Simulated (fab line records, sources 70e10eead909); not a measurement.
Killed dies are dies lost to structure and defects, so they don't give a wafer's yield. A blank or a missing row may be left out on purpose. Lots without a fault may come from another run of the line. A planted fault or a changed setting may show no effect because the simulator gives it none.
A struck lot beside a sound one | flow nand_harc | 15 steps out of a route of 1159
Sound: wafers L296.1, L296.3, L296.4. Struck: wafers L304.1, L304.4, L304.5. The cause comes at the end.
At each step with rows: each side's tool, then ch and its chambers, then its first start. Under that, the readings that differ: sound wafers | struck wafers | difference of the means | sigmas: that difference in standard deviations of wafers without a fault.
alike: readings whose means differ by less than 2 such deviations, and words and numbers that are the same on both sides. not compared: withheld readings, readings that some wafer has no value for, bounds like >300 that may hide the same value, and numbers for which the record gives no deviation and whose values overlap.
The two part at a step that has a row with sigmas, a row that says differs or no value, or rows on one side only. Numbers that don't overlap but have no deviation are shown without sigmas and don't part them. A reading that every wafer of one side lacks parts them only if that side has two wafers or more.

NHARC_A_CHANNEL_HOLE_D1_STRIP_27: strips in O2.
  sound on rie_diel-10 ch 1,2,3; struck on rie_diel-04 ch 0,1
  alike: drypump_motor_current_A, oes_product_au, rf_vpp_V, showerhead_plenum_p_Torr, throttle_valve_pct
  not compared: rf_hours_counter_h
then, 2 steps without rows for these wafers: NHARC_A_CHANNEL_HOLE_D1_PRECLEAN_28 (cleans in SC1); NHARC_A_CHANNEL_HOLE_D1_SRD_29.
NHARC_A_CHANNEL_HOLE_D1_CD_MEAS_30:
  sound on cd_sem-01, day 11 15:37; struck on cd_sem-03, day 13 13:40
  alike: cd_nm
NHARC_A_CHANNEL_HOLE_D1_XSEM_31:
  sound on xsem-01 ch 0, day 11 15:42; struck on xsem-02 ch 0, day 13 13:46
  alike: bot_cd_nm, bow_nm, tilt_deg
NHARC_A_CHANNEL_HOLE_D1_INSPECT_40:
  sound on defect_inspect-02, day 11 15:48; struck on defect_inspect-01, day 13 13:51
  alike: raw_defect_count
then, 2 steps without rows for these wafers: NHARC_A_CHANNEL_FILL_D1_PRECLEAN_00 (cleans in SC1); NHARC_A_CHANNEL_FILL_D1_SRD_01.
NHARC_A_CHANNEL_FILL_D1_ALD_02: deposits SiO2, target thk 6 nm, pulse time 10 s, ald cycles 60.
  sound on ald_hk-02 ch 0,1,2, day 11 15:59; struck on ald_hk-04 ch 0,1,2, day 13 14:12
  alike: ald_cycles, heater_power_w, precursor_pulse_height_rel
then, 1 step without rows for these wafers: NHARC_A_CHANNEL_FILL_D1_ALD_03 (deposits SiNx, target thk 6 nm, pulse time 60 s, ald cycles 58).
NHARC_A_CHANNEL_FILL_D1_ALD_14: deposits SiO2, target thk 2.5 nm, pulse time 10 s, ald cycles 25.
  sound on ald_hk-01 ch 1,2,3, day 11 22:41; struck on ald_hk-02 ch 1,2,3, day 13 19:59
  alike: ald_cycles, heater_power_w, precursor_pulse_height_rel
NHARC_A_CHANNEL_FILL_D1_ALD_15: deposits SiNx, target thk 2 nm, pulse time 60 s, ald cycles 19.
  sound on ald_sin_batch-01 ch 0; struck on ald_sin_batch-01 ch 0
  alike: ald_cycles, chamber_pressure_Torr, precursor_pulse_height_rel
NHARC_A_CHANNEL_FILL_D1_ALD_16: deposits SiO2, target thk 1.5 nm, pulse time 10 s, ald cycles 15.
  sound on ald_hk-02 ch 0,1,2, day 12 03:52; struck on ald_hk-01 ch 1,2,3, day 14 01:17
  reading    | sound    | struck   | difference | sigmas
  ald_cycles | 15 15 15 | 16 16 16 | +1         |
  alike: heater_power_w, precursor_pulse_height_rel
then, 1 step without rows for these wafers: NHARC_A_CHANNEL_FILL_D1_ANNEAL_17 (time 1800 s).
-- the record jumps here: 10 days lie between the struck wafers' starts before and after (it left off in module A_CHANNEL_FILL_D1 and takes up again in module END, whose first step shown is number 1159 of the route) --
NHARC_END_SORT_01:
  the record has rows for the struck wafers here (prober-01 ch 0, day 23 23:33) and none for the sound ones

WHERE THEY PART
Only at NHARC_END_SORT_01, within this record.

WHY: what the simulator had put in
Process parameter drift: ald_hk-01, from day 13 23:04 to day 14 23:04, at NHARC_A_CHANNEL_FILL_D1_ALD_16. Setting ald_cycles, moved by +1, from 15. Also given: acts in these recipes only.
